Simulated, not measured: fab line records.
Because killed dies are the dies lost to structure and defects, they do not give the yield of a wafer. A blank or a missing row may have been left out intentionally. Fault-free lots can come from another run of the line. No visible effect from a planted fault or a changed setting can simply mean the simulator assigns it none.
Which tool did it? || flow n5-finfet || Sampling: 10 lots, 27 wafers, 6 of 1938 route steps

WHAT THE GAUGES SHOWED, per wafer
N5_PMOS_HMC_CHANNEL_EPI_CD_MEAS_09 targets a cd of 237.4 nm.
{"lot": "L960", "measured": "day 2 05:16", "on": "cd-sem-03", "cd-nm (nm)": "237.8 238.4 237.9"}
{"lot": "L964", "measured": "day 3 05:22", "on": "cd-sem-01", "cd-nm (nm)": "239.0 236.8"}
{"lot": "L965", "measured": "day 3 11:47", "on": "cd-sem-03", "cd-nm (nm)": "236.7 235.8"}
{"lot": "L967", "measured": "day 3 22:59", "on": "cd-sem-02", "cd-nm (nm)": "237.9 239.8"}
{"lot": "L972", "measured": "day 5 05:14", "on": "cd-sem-03", "cd-nm (nm)": "238.4 239.1 239.7"}
{"lot": "L973", "measured": "day 5 11:50", "on": "cd-sem-02", "cd-nm (nm)": "238.7 238.4 238.1"}
{"lot": "L974", "measured": "day 5 17:05", "on": "cd-sem-02", "cd-nm (nm)": "236.6 236.2 235.3"}
{"lot": "L977", "measured": "day 6 12:05", "on": "cd-sem-02", "cd-nm (nm)": "236.4 236.6 236.7"}
{"lot": "L979", "measured": "day 7 00:07", "on": "cd-sem-03", "cd-nm (nm)": "238.7 240.8 240.2"}
{"lot": "L981", "measured": "day 7 11:32", "on": "cd-sem-02", "cd-nm (nm)": "238.4 236.8 237.1"}

N5_PMOS_HMC_CHANNEL_EPI_THK_MEAS_22.
{"lot": "L960", "measured": "day 2 07:38", "on": "film-metro-02", "HMC_CMP_THK (nm)": "54.0 53.8 54.5"}
{"lot": "L964", "measured": "day 3 07:45", "on": "film-metro-02", "HMC_CMP_THK (nm)": "39.4 51.6"}
{"lot": "L965", "measured": "day 3 14:07", "on": "film-metro-02", "HMC_CMP_THK (nm)": "41.3 55.6"}
{"lot": "L967", "measured": "day 4 01:20", "on": "film-metro-02", "HMC_CMP_THK (nm)": "51.9 41.4"}
{"lot": "L972", "measured": "day 5 07:41", "on": "film-metro-01", "HMC_CMP_THK (nm)": "54.6 54.1 55.0"}
{"lot": "L973", "measured": "day 5 14:14", "on": "film-metro-01", "HMC_CMP_THK (nm)": "54.8 54.0 54.5"}
{"lot": "L974", "measured": "day 5 19:46", "on": "film-metro-01", "HMC_CMP_THK (nm)": "55.2 52.4 52.1"}
{"lot": "L977", "measured": "day 6 15:47", "on": "film-metro-01", "HMC_CMP_THK (nm)": "55.3 55.1 55.2"}
{"lot": "L979", "measured": "day 7 02:29", "on": "film-metro-01", "HMC_CMP_THK (nm)": "54.6 54.9 54.4"}
{"lot": "L981", "measured": "day 7 13:53", "on": "film-metro-02", "HMC_CMP_THK (nm)": "57.4 52.1 54.9"}

N5_BEOL_M4_RC_MEAS_101.
{"lot": "L960", "measured": "day 9 09:14", "on": "prober-02", "DIBL_N (mV/V)": "36.1 37.3 37.3", "DIBL_P (mV/V)": "36 37 38", "IOFF_N (nA/um)": "0.15 0.18 0.18", "IOFF_P (nA/um)": "0.20 0.23 0.24", "ION_N (uA/um)": "674 681 689", "ION_P (uA/um)": "469 471 474", "SS_N (mV/dec)": "70.7 71.8 71.7", "SS_P (mV/dec)": "72.6 74.1 73.8", "VT_N (mV)": "250 247 246", "VT_P (mV)": "-248 -250 -248"}
{"lot": "L964", "measured": "day 10 10:13", "on": "prober-02", "DIBL_N (mV/V)": "31.4 34.2", "DIBL_P (mV/V)": "30 34", "IOFF_N (nA/um)": "0.10 0.12", "IOFF_P (nA/um)": "0.12 0.17", "ION_N (uA/um)": "677 652", "ION_P (uA/um)": "406 451", "SS_N (mV/dec)": "70.5 71.1", "SS_P (mV/dec)": "72.7 73.1", "VT_N (mV)": "257 257", "VT_P (mV)": "-257 -257"}
{"lot": "L965", "measured": "day 10 16:34", "on": "prober-01", "DIBL_N (mV/V)": "32.3 36.5", "DIBL_P (mV/V)": "32 38", "IOFF_N (nA/um)": "0.10 0.17", "IOFF_P (nA/um)": "0.13 0.23", "ION_N (uA/um)": "669 687", "ION_P (uA/um)": "417 472", "SS_N (mV/dec)": "70.9 71.7", "SS_P (mV/dec)": "71.3 72.6", "VT_N (mV)": "255 248", "VT_P (mV)": "-257 -250"}
{"lot": "L967", "measured": "day 10 20:13", "on": "prober-01", "DIBL_N (mV/V)": "38.3 39.2", "DIBL_P (mV/V)": "37 39", "IOFF_N (nA/um)": "0.16 0.18", "IOFF_P (nA/um)": "0.23 0.24", "ION_N (uA/um)": "686 690", "ION_P (uA/um)": "472 427", "SS_N (mV/dec)": "71.9 71.7", "SS_P (mV/dec)": "73.2 73.9", "VT_N (mV)": "251 247", "VT_P (mV)": "-249 -251"}
{"lot": "L972", "measured": "day 11 17:33", "on": "prober-02", "DIBL_N (mV/V)": "33.3 38.7 36.7", "DIBL_P (mV/V)": "34 39 35", "IOFF_N (nA/um)": "0.12 0.24 0.18", "IOFF_P (nA/um)": "0.18 0.25 0.19", "ION_N (uA/um)": "656 684 653", "ION_P (uA/um)": "454 456 445", "SS_N (mV/dec)": "71.3 72.1 72.6", "SS_P (mV/dec)": "73.1 75.0 73.5", "VT_N (mV)": "254 244 252", "VT_P (mV)": "-254 -251 -254"}
{"lot": "L973", "measured": "day 12 11:10", "on": "prober-01", "DIBL_N (mV/V)": "34.2 35.1 39.3", "DIBL_P (mV/V)": "34 34 39", "IOFF_N (nA/um)": "0.13 0.13 0.24", "IOFF_P (nA/um)": "0.17 0.17 0.25", "ION_N (uA/um)": "651 663 680", "ION_P (uA/um)": "447 452 458", "SS_N (mV/dec)": "71.6 70.4 72.6", "SS_P (mV/dec)": "73.1 72.6 73.8", "VT_N (mV)": "251 252 247", "VT_P (mV)": "-252 -252 -247"}
{"lot": "L974", "measured": "day 12 02:02", "on": "prober-01", "DIBL_N (mV/V)": "36.6 40.7 37.0", "DIBL_P (mV/V)": "38 43 40", "IOFF_N (nA/um)": "0.16 0.25 0.16", "IOFF_P (nA/um)": "0.19 0.26 0.21", "ION_N (uA/um)": "692 694 668", "ION_P (uA/um)": "463 461 454", "SS_N (mV/dec)": "71.7 72.5 70.8", "SS_P (mV/dec)": "73.7 74.8 73.7", "VT_N (mV)": "248 247 254", "VT_P (mV)": "-253 -250 -254"}
{"lot": "L977", "measured": "day 13 05:12", "on": "prober-02", "DIBL_N (mV/V)": "36.9 37.6 37.0", "DIBL_P (mV/V)": "38 37 36", "IOFF_N (nA/um)": "0.17 0.17 0.17", "IOFF_P (nA/um)": "0.24 0.24 0.22", "ION_N (uA/um)": "689 675 676", "ION_P (uA/um)": "475 466 454", "SS_N (mV/dec)": "71.3 72.1 71.6", "SS_P (mV/dec)": "74.3 74.6 74.0", "VT_N (mV)": "247 249 248", "VT_P (mV)": "-247 -248 -247"}
{"lot": "L979", "measured": "day 14 04:37", "on": "prober-02", "DIBL_N (mV/V)": "36.8 37.1 37.0", "DIBL_P (mV/V)": "37 38 38", "IOFF_N (nA/um)": "0.19 0.20 0.17", "IOFF_P (nA/um)": "0.23 0.23 0.23", "ION_N (uA/um)": "697 694 673", "ION_P (uA/um)": "475 466 466", "SS_N (mV/dec)": "71.2 71.2 71.6", "SS_P (mV/dec)": "72.9 73.8 74.1", "VT_N (mV)": "246 246 247", "VT_P (mV)": "-248 -253 -251"}
{"lot": "L981", "measured": "day 14 07:26", "on": "prober-01", "DIBL_N (mV/V)": "28.6 32.5 32.1", "DIBL_P (mV/V)": "29 32 33", "IOFF_N (nA/um)": "0.06 0.11 0.11", "IOFF_P (nA/um)": "0.09 0.12 0.13", "ION_N (uA/um)": "633 658 677", "ION_P (uA/um)": "435 440 462", "SS_N (mV/dec)": "70.3 71.0 70.6", "SS_P (mV/dec)": "70.7 71.9 71.7", "VT_N (mV)": "264 256 253", "VT_P (mV)": "-265 -259 -259"}

WHICH TOOL RAN EACH LOT (tool, then ch and the chambers of the sampled wafers, then the start)
{"lot": "L960", "N5_WELL_APT_RTA_34": "rtp-anneal-01 ch 0, day 2 04:01", "N5_PMOS_HMC_CHANNEL_EPI_FIN_RECESS_16": "rie-si-06 ch 0,3, day 2 05:49", "N5_FIN_SAQP_DENSIFY_62": "rtp-anneal-01 ch 0, day 2 08:33"}
{"lot": "L964", "N5_WELL_APT_RTA_34": "rtp-anneal-01 ch 0, day 3 04:02", "N5_PMOS_HMC_CHANNEL_EPI_FIN_RECESS_16": "rie-si-05 ch 0,3, day 3 05:57", "N5_FIN_SAQP_DENSIFY_62": "rtp-anneal-01 ch 0, day 3 09:54"}
{"lot": "L965", "N5_WELL_APT_RTA_34": "rtp-anneal-02 ch 0, day 3 10:15", "N5_PMOS_HMC_CHANNEL_EPI_FIN_RECESS_16": "rie-si-05 ch 1,2, day 3 12:19", "N5_FIN_SAQP_DENSIFY_62": "rtp-anneal-02 ch 0, day 3 14:56"}
{"lot": "L967", "N5_WELL_APT_RTA_34": "rtp-anneal-02 ch 0, day 3 21:44", "N5_PMOS_HMC_CHANNEL_EPI_FIN_RECESS_16": "rie-si-05 ch 0,1, day 3 23:33", "N5_FIN_SAQP_DENSIFY_62": "rtp-anneal-01 ch 0, day 4 03:26"}
{"lot": "L972", "N5_WELL_APT_RTA_34": "rtp-anneal-01 ch 0, day 5 03:56", "N5_PMOS_HMC_CHANNEL_EPI_FIN_RECESS_16": "rie-si-06 ch 0,1,2, day 5 05:47", "N5_FIN_SAQP_DENSIFY_62": "rtp-anneal-01 ch 0, day 5 08:31"}
{"lot": "L973", "N5_WELL_APT_RTA_34": "rtp-anneal-01 ch 0, day 5 10:31", "N5_PMOS_HMC_CHANNEL_EPI_FIN_RECESS_16": "rie-si-06 ch 1,2, day 5 12:23", "N5_FIN_SAQP_DENSIFY_62": "rtp-anneal-02 ch 0, day 5 15:25"}
{"lot": "L974", "N5_WELL_APT_RTA_34": "rtp-anneal-01 ch 0, day 5 15:47", "N5_PMOS_HMC_CHANNEL_EPI_FIN_RECESS_16": "rie-si-04 ch 0,1,3, day 5 17:58", "N5_FIN_SAQP_DENSIFY_62": "rtp-anneal-02 ch 0, day 5 20:36"}
{"lot": "L977", "N5_WELL_APT_RTA_34": "rtp-anneal-02 ch 0, day 6 10:46", "N5_PMOS_HMC_CHANNEL_EPI_FIN_RECESS_16": "rie-si-05 ch 1,2,3, day 6 13:58", "N5_FIN_SAQP_DENSIFY_62": "rtp-anneal-01 ch 0, day 6 16:44"}
{"lot": "L979", "N5_WELL_APT_RTA_34": "rtp-anneal-01 ch 0, day 6 22:44", "N5_PMOS_HMC_CHANNEL_EPI_FIN_RECESS_16": "rie-si-06 ch 0,1,3, day 7 00:41", "N5_FIN_SAQP_DENSIFY_62": "rtp-anneal-02 ch 0, day 7 03:43"}
{"lot": "L981", "N5_WELL_APT_RTA_34": "rtp-anneal-01 ch 0, day 7 10:12", "N5_PMOS_HMC_CHANNEL_EPI_FIN_RECESS_16": "rie-si-05 ch 0,1,3, day 7 12:05", "N5_FIN_SAQP_DENSIFY_62": "rtp-anneal-01 ch 0, day 7 14:41"}
- N5_WELL_APT_RTA_34: time 10 s.
- N5_PMOS_HMC_CHANNEL_EPI_FIN_RECESS_16: chemistry HBr/Cl2, target Si, target depth 54 nm, time 18 s.
- N5_FIN_SAQP_DENSIFY_62: time 60 s.

AS READ BY THE TOOLS THEMSELVES (means over the sampled wafers that have a number; for cases with no such wafer, the mark the record gives instead)
N5_WELL_APT_RTA_34.
{"lot": "L960", "tool": "rtp-anneal-01", "anneal-temp-c-max": 1008.1, "lamp-power-pct (%)": 12.98, "lamp_zone_2_pct (%)": 13.03, "wafer_temp_C_max": 1003.1}
{"lot": "L964", "tool": "rtp-anneal-01", "anneal-temp-c-max": 1005.6, "lamp-power-pct (%)": 13.00, "lamp_zone_2_pct (%)": 13.00, "wafer_temp_C_max": 1003.5}
{"lot": "L965", "tool": "rtp-anneal-02", "anneal-temp-c-max": 1002.0, "lamp-power-pct (%)": 13.02, "lamp_zone_2_pct (%)": 12.98, "wafer_temp_C_max": 1002.6}
{"lot": "L967", "tool": "rtp-anneal-02", "anneal-temp-c-max": 1003.0, "lamp-power-pct (%)": 12.98, "lamp_zone_2_pct (%)": 12.98, "wafer_temp_C_max": 1004.5}
{"lot": "L972", "tool": "rtp-anneal-01", "anneal-temp-c-max": 1005.5, "lamp-power-pct (%)": 12.99, "lamp_zone_2_pct (%)": 12.97, "wafer_temp_C_max": 1003.1}
{"lot": "L973", "tool": "rtp-anneal-01", "anneal-temp-c-max": 1006.2, "lamp-power-pct (%)": 13.02, "lamp_zone_2_pct (%)": 12.99, "wafer_temp_C_max": 1003.4}
{"lot": "L974", "tool": "rtp-anneal-01", "anneal-temp-c-max": 1005.8, "lamp-power-pct (%)": 13.05, "lamp_zone_2_pct (%)": 12.97, "wafer_temp_C_max": 1003.9}
{"lot": "L977", "tool": "rtp-anneal-02", "anneal-temp-c-max": 1002.5, "lamp-power-pct (%)": 13.00, "lamp_zone_2_pct (%)": 13.02, "wafer_temp_C_max": 1003.9}
{"lot": "L979", "tool": "rtp-anneal-01", "anneal-temp-c-max": 1005.6, "lamp-power-pct (%)": 13.02, "lamp_zone_2_pct (%)": 13.00, "wafer_temp_C_max": 1002.7}
{"lot": "L981", "tool": "rtp-anneal-01", "anneal-temp-c-max": 1005.3, "lamp-power-pct (%)": 13.01, "lamp_zone_2_pct (%)": 13.00, "wafer_temp_C_max": 1003.6}

N5_PMOS_HMC_CHANNEL_EPI_FIN_RECESS_16.
{"lot": "L960", "tool": "rie-si-06", "drypump-motor-current-A (A)": 5.79, "oes-product-au (a.u.)": 1.003, "throttle-valve-pct (%)": 35.3}
{"lot": "L964", "tool": "rie-si-05", "drypump-motor-current-A (A)": 5.54, "oes-product-au (a.u.)": 0.978, "throttle-valve-pct (%)": 35.9}
{"lot": "L965", "tool": "rie-si-05", "drypump-motor-current-A (A)": 5.79, "oes-product-au (a.u.)": 1.024, "throttle-valve-pct (%)": 36.2}
{"lot": "L967", "tool": "rie-si-05", "drypump-motor-current-A (A)": 5.83, "oes-product-au (a.u.)": 0.993, "throttle-valve-pct (%)": 36.2}
{"lot": "L972", "tool": "rie-si-06", "drypump-motor-current-A (A)": 5.83, "oes-product-au (a.u.)": 0.997, "throttle-valve-pct (%)": 35.4}
{"lot": "L973", "tool": "rie-si-06", "drypump-motor-current-A (A)": 5.77, "oes-product-au (a.u.)": 0.986, "throttle-valve-pct (%)": 35.5}
{"lot": "L974", "tool": "rie-si-04", "drypump-motor-current-A (A)": 5.65, "oes-product-au (a.u.)": 0.990, "throttle-valve-pct (%)": 34.8}
{"lot": "L977", "tool": "rie-si-05", "drypump-motor-current-A (A)": 5.55, "oes-product-au (a.u.)": 1.018, "throttle-valve-pct (%)": 35.9}
{"lot": "L979", "tool": "rie-si-06", "drypump-motor-current-A (A)": 5.88, "oes-product-au (a.u.)": 1.003, "throttle-valve-pct (%)": 35.5}
{"lot": "L981", "tool": "rie-si-05", "drypump-motor-current-A (A)": 5.61, "oes-product-au (a.u.)": 1.013, "throttle-valve-pct (%)": 35.8}

N5_FIN_SAQP_DENSIFY_62.
{"lot": "L960", "tool": "rtp-anneal-01", "lamp-power-pct (%)": 9.90, "lamp_zone_2_pct (%)": 9.857, "wafer_temp_C_max": 703.5}
{"lot": "L964", "tool": "rtp-anneal-01", "lamp-power-pct (%)": 9.83, "lamp_zone_2_pct (%)": 9.847, "wafer_temp_C_max": 702.6}
{"lot": "L965", "tool": "rtp-anneal-02", "lamp-power-pct (%)": 9.89, "lamp_zone_2_pct (%)": 9.846, "wafer_temp_C_max": 702.9}
{"lot": "L967", "tool": "rtp-anneal-01", "lamp-power-pct (%)": 9.88, "lamp_zone_2_pct (%)": 9.851, "wafer_temp_C_max": 703.6}
{"lot": "L972", "tool": "rtp-anneal-01", "lamp-power-pct (%)": 9.85, "lamp_zone_2_pct (%)": 9.856, "wafer_temp_C_max": 703.2}
{"lot": "L973", "tool": "rtp-anneal-02", "lamp-power-pct (%)": 9.85, "lamp_zone_2_pct (%)": 9.838, "wafer_temp_C_max": 703.3}
{"lot": "L974", "tool": "rtp-anneal-02", "lamp-power-pct (%)": 9.87, "lamp_zone_2_pct (%)": 9.843, "wafer_temp_C_max": 704.1}
{"lot": "L977", "tool": "rtp-anneal-01", "lamp-power-pct (%)": 9.89, "lamp_zone_2_pct (%)": 9.842, "wafer_temp_C_max": 703.5}
{"lot": "L979", "tool": "rtp-anneal-02", "lamp-power-pct (%)": 9.85, "lamp_zone_2_pct (%)": 9.850, "wafer_temp_C_max": 703.5}
{"lot": "L981", "tool": "rtp-anneal-01", "lamp-power-pct (%)": 9.82, "lamp_zone_2_pct (%)": 9.840, "wafer_temp_C_max": 702.9}

THE ANSWER, worked out from the rows above alone
Rule: the usual values come from the lots themselves. Put in order of their means at a reading, lots are off if they are a third of the lots or fewer, leave a main group of 4 or more, and stand apart from it by a gap of 3 or more times the standard deviation of the main group's means; of several such gaps the widest counts. The tables above print the reading to a certain number of digits; a main group whose means all agree to those digits is not used. Also off: a lot with no number at a reading for which 4 or more lots have one. The other lots that the step has rows for count as sound. After the gauges, taken in route order, come the tools' own readings; for these a lot's mean is taken, as printed above. The first step at which some lot is off is used, and at that step the reading that is off furthest; a lot without a number counts as furthest.
Off: at N5_PMOS_HMC_CHANNEL_EPI_THK_MEAS_22 (HMC_CMP_THK), L964, L965, L967. Mean 54.4 nm and standard deviation 0.58 in the main group.
A tool fits if, at a process step before that reading, it ran every lot that is off, and no sound lot after the first of them. The gauges at N5_PMOS_HMC_CHANNEL_EPI_THK_MEAS_22 are tried like those tools. No candidate that was tried fits.

WHAT THE SIMULATOR HAD INSERTED
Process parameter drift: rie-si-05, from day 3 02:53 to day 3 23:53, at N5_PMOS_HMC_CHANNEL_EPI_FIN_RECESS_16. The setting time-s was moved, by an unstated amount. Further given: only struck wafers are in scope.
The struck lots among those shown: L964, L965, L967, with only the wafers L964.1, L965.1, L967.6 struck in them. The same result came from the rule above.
